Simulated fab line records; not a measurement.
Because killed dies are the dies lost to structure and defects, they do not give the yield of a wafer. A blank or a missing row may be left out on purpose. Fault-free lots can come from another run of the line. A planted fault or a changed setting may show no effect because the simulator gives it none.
Chamber matching :: flow n5 finfet :: pecvd-03 running N5_PMOS_HMC_CHANNEL_EPI_HM_DEP_34: 3 sister chambers
The step deposits SiO2 from TEOS/O2, target thk 36 nm, time 6.9 s. 3 wafers are shown with their chamber, then 8 later ones without.

== WAFERS PAIRED WITH THEIR CHAMBERS ==
wafer: L084.1
chamber: 2
throttle valve pct (%): 17.6

wafer: L084.6
chamber: 0
throttle valve pct (%): 18.9

wafer: L090.1
chamber: 1
throttle valve pct (%): 20.8

== WAFERS WITHOUT THEIR CHAMBER ==
wafer: L090.3
throttle valve pct (%): 17.5

wafer: L090.4
throttle valve pct (%): 21.0

wafer: L092.4
throttle valve pct (%): 21.0

wafer: L092.5
throttle valve pct (%): 17.3

wafer: L092.6
throttle valve pct (%): 18.9

wafer: L094.1
throttle valve pct (%): 19.0

wafer: L094.2
throttle valve pct (%): 21.1

wafer: L094.4
throttle valve pct (%): 19.1

== WHICH CHAMBER EACH ONE RAN IN ==
wafer: L090.3
from the rows above: 2
in truth: 2

wafer: L090.4
from the rows above: 1
in truth: 1

wafer: L092.4
from the rows above: 1
in truth: 1

wafer: L092.5
from the rows above: 2
in truth: 2

wafer: L092.6
from the rows above: 0
in truth: 0

wafer: L094.1
from the rows above: 0
in truth: 0

wafer: L094.2
from the rows above: 1
in truth: 1

wafer: L094.4
from the rows above: 0
in truth: 0
Correct placement for 8 of the 8. Number that these rows cannot place: 0. 0 placed wrongly.
How it was worked out, from the rows above alone: a wafer's distance from a chamber is the root of the sum, over the readings, of the square of ((its reading less the chamber's mean) divided by the reading's scatter). If the next closest chamber is less than 2 further off than the closest, the wafer can't be placed; otherwise it belongs to the closest. Each chamber's mean is taken over the wafers shown for it. The scatter: root of mean squared gap, hidden wafer to nearest shown wafer, with one shown wafer a chamber.
